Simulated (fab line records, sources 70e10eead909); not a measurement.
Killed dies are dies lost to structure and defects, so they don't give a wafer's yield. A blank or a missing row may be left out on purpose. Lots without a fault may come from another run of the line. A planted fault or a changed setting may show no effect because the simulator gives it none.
A struck lot beside a sound one | flow nand_harc | 43 steps out of a route of 1159
Sound: wafers L186.1, L186.3, L186.5. Struck: wafers L185.2, L185.3, L185.5. The cause comes at the end.
At each step with rows: each side's tool, then ch and its chambers, then its first start. Under that, the readings that differ: sound wafers | struck wafers | difference of the means | sigmas: that difference in standard deviations of wafers without a fault.
alike: readings whose means differ by less than 2 such deviations, and words and numbers that are the same on both sides. not compared: withheld readings, readings that some wafer has no value for, bounds like >300 that may hide the same value, and numbers for which the record gives no deviation and whose values overlap.
The two part at a step that has a row with sigmas, a row that says differs or no value, or rows on one side only. Numbers that don't overlap but have no deviation are shown without sigmas and don't part them. A reading that every wafer of one side lacks parts them only if that side has two wafers or more.

NHARC_A_M1_ETCH_35: etches the open film in N2/H2, target depth 40 nm, overetch 12 nm, time 43.94 s.
  sound on rie_diel-10 ch 1,2, day 20 15:01; struck on rie_diel-09 ch 0,2,3, day 20 14:53
  alike: drypump_motor_current_A, mfc_ar_sccm, n2_flow_sccm, oes_product_au, rf_vpp_V, showerhead_plenum_p_Torr, throttle_valve_pct
  not compared: rf_hours_counter_h
then, 1 step without rows for these wafers: NHARC_A_M1_ETCH_15 (etches the open film in C4F8/Ar, target depth 182.5 nm, time 91.2 s).
NHARC_A_M1_CD_MEAS_16:
  sound on cd_sem-02, day 20 15:34; struck on cd_sem-02, day 20 15:06
  alike: cd_nm
then, 4 steps without rows for these wafers: NHARC_A_M1_STRIP_18 (strips in N2/H2); NHARC_A_M1_ETCH_28 (etches the open film in CF4/N2, target depth 30 nm, time 72.99 s); NHARC_A_M1_STRIP_19 (strips in post etch residue remover, time 600 s); NHARC_A_M1_DEGAS_29 (time 60 s).
NHARC_A_M1_PRE_CLEAN_30: time 30 s.
  sound on pvd_sputter-02; struck on pvd_sputter-01
  alike: heater_power_w
NHARC_A_M1_PVD_20: deposits TaN, target thk 5 nm, time 8.06 s.
  sound on pvd_sputter-02; struck on pvd_sputter-01
  alike: throttle_valve_pct
NHARC_A_M1_PVD_21: deposits Cu, target thk 30 nm, time 20.49 s.
  sound on pvd_sputter-02; struck on pvd_sputter-01
  alike: throttle_valve_pct
then, 2 steps without rows for these wafers: NHARC_A_M1_ECD_22 (material Cu, target thk 400 nm); NHARC_A_M1_ANNEAL_31 (time 90 s).
NHARC_A_M1_CMP_23: polishes, t overpolish 20 s, target thk 154.34 nm.
  sound on cmp-03 ch 0,1,3, day 20 17:21; struck on cmp-02 ch 2,3, day 20 16:53
  alike: motor_current_A, time_to_endpoint_s
NHARC_A_M1_THK_MEAS_24: measures by xrf.
  sound on film_metro-01, day 20 17:40; struck on film_metro-02, day 20 17:13
  alike: thk_nm
then, 1 step without rows for these wafers: NHARC_A_M1_SRD_25.
NHARC_A_M1_INSPECT_27:
  sound on defect_inspect-01, day 20 17:49; struck on defect_inspect-01, day 20 17:22
  reading          | sound       | struck      | difference | sigmas
  raw_defect_count | 299 198 257 | 658 783 777 | +488       | +3
then, 2 steps without rows for these wafers: NHARC_A_M1_PRE_CLEAN_32 (time 12 s); NHARC_A_M1_DEP_33 (deposits SiCN, target thk 30 nm).
NHARC_A_BONDPAD_DEP_00: deposits SiCN, target thk 250 nm.
  sound on pecvd-01 ch 0,1, day 20 18:44; struck on pecvd-02 ch 0,2, day 20 18:04
  alike: heater_power_w
then, 1 step without rows for these wafers: NHARC_A_BONDPAD_CMP_29 (polishes SiCN, target thk 200 nm).
NHARC_A_BONDPAD_THK_MEAS_30: measures by ellipsometry.
  sound on film_metro-01, day 20 19:20; struck on film_metro-01, day 20 18:43
  alike: thk_nm
then, 10 steps without rows for these wafers: NHARC_A_BONDPAD_SRD_31; NHARC_A_BONDPAD_DEHYDRATE_01 (time 120 s); NHARC_A_BONDPAD_HMDS_02 (time 30 s); NHARC_A_BONDPAD_COAT_33 (time 65 s); NHARC_A_BONDPAD_COAT_03 (resist thk 600 nm); NHARC_A_BONDPAD_SOFTBAKE_04 (time 70 s); NHARC_A_BONDPAD_EBR_05; NHARC_A_BONDPAD_EXPOSE_06 (exposes mask A BPAD); NHARC_A_BONDPAD_PEB_07 (peb time 80 s); NHARC_A_BONDPAD_DEVELOP_08 (time 50 s).
NHARC_A_BONDPAD_CD_MEAS_09: target cd 500 nm.
  sound on cd_sem-01 ch 0, day 20 19:55; struck on cd_sem-01 ch 0, day 20 19:17
  alike: cd_nm
NHARC_A_BONDPAD_OVL_MEAS_35:
  sound on overlay-02, day 20 20:00; struck on overlay-02, day 20 19:23
  alike: overlay_x_nm, overlay_y_nm
then, 4 steps without rows for these wafers: NHARC_A_BONDPAD_HARDBAKE_10 (time 65 s); NHARC_A_BONDPAD_DESCUM_11 (chemistry O2, time 3 s); NHARC_A_BONDPAD_ETCH_34 (etches the open film in N2/H2, target depth 60 nm, overetch 18 nm, time 65.91 s); NHARC_A_BONDPAD_ETCH_12 (etches the open film in CHF3/O2, target depth 220 nm, time 110 s).
NHARC_A_BONDPAD_CD_MEAS_13:
  sound on cd_sem-02, day 20 20:26; struck on cd_sem-02, day 20 19:50
  alike: cd_nm
then, 3 steps without rows for these wafers: NHARC_A_BONDPAD_STRIP_15 (strips in O2); NHARC_A_BONDPAD_ETCH_24 (etches the open film in CF4/N2, target depth 30 nm, time 72.99 s); NHARC_A_BONDPAD_STRIP_16 (strips in post etch residue remover, time 600 s).
NHARC_THIN_TSV_GRIND_00:
  sound on grinder-01 ch 0, day 21 10:55; struck on grinder-01 ch 0, day 21 13:19
  reading | sound | struck                                                                     | difference                   | sigmas
  hold    | - - - | await_dispo/4.4h/release await_dispo/4.4h/release await_dispo/4.4h/release | no value on the sound wafers |
  alike: motor_current_A
NHARC_END_SORT_01:
  the record has rows for the struck wafers here (prober-02 ch 0, day 22 16:25) and none for the sound ones

WHERE THEY PART
First at NHARC_A_M1_INSPECT_27; last, within this record, at NHARC_END_SORT_01.

WHY: what the simulator had put in
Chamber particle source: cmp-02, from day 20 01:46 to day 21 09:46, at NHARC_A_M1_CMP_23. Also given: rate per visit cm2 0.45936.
